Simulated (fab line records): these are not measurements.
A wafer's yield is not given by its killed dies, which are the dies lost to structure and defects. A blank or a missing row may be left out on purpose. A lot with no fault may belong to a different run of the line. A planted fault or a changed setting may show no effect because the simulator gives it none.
Matching of chambers :: flow n5-finfet :: 3 sister chambers for N5_HKMG_FIN_CVD_62 on thermal-cvd-si-02
The step deposits a-Si from Si2H6, target thk 3 nm, time 20.8 s. 3 wafers are shown with their chamber, then 12 later ones without.

WAFERS, EACH WITH ITS CHAMBER
wafer: L086.6
chamber: 1
heater-power-w (W): 1174

wafer: L090.5
chamber: 2
heater-power-w (W): 1746

wafer: L090.6
chamber: 0
heater-power-w (W): 1493

WAFERS WHOSE CHAMBER IS MISSING
wafer: L092.1
heater-power-w (W): 1725

wafer: L092.2
heater-power-w (W): 1477

wafer: L092.3
heater-power-w (W): 1156

wafer: L092.4
heater-power-w (W): 1798

wafer: L092.5
heater-power-w (W): 1475

wafer: L092.6
heater-power-w (W): 1149

wafer: L094.1
heater-power-w (W): 1487

wafer: L094.5
heater-power-w (W): 1777

wafer: L094.6
heater-power-w (W): 1441

wafer: L096.3
heater-power-w (W): 1474

wafer: L096.4
heater-power-w (W): 1751

wafer: L096.6
heater-power-w (W): 1159

THE CHAMBER EACH PASSED THROUGH
wafer: L092.1
from the rows above: 2
in truth: 2

wafer: L092.2
from the rows above: 0
in truth: 0

wafer: L092.3
from the rows above: 1
in truth: 1

wafer: L092.4
from the rows above: 2
in truth: 2

wafer: L092.5
from the rows above: 0
in truth: 0

wafer: L092.6
from the rows above: 1
in truth: 1

wafer: L094.1
from the rows above: 0
in truth: 0

wafer: L094.5
from the rows above: 2
in truth: 2

wafer: L094.6
from the rows above: 0
in truth: 0

wafer: L096.3
from the rows above: 0
in truth: 0

wafer: L096.4
from the rows above: 2
in truth: 2

wafer: L096.6
from the rows above: 1
in truth: 1
Placed correctly: 12 of 12. Not placeable from these rows: 0. Number placed wrongly: 0.
How it was worked out, from the rows above alone: a wafer's distance from a chamber is the root of the sum, over the readings, of the square of ((its reading less the chamber's mean) divided by the reading's scatter). If the next closest chamber is less than 2 further off than the closest, the wafer can't be placed; otherwise it belongs to the closest. For every chamber, the mean is computed from those of its wafers that are shown. The scatter: root of mean squared gap, hidden wafer to nearest shown wafer, with one shown wafer a chamber.
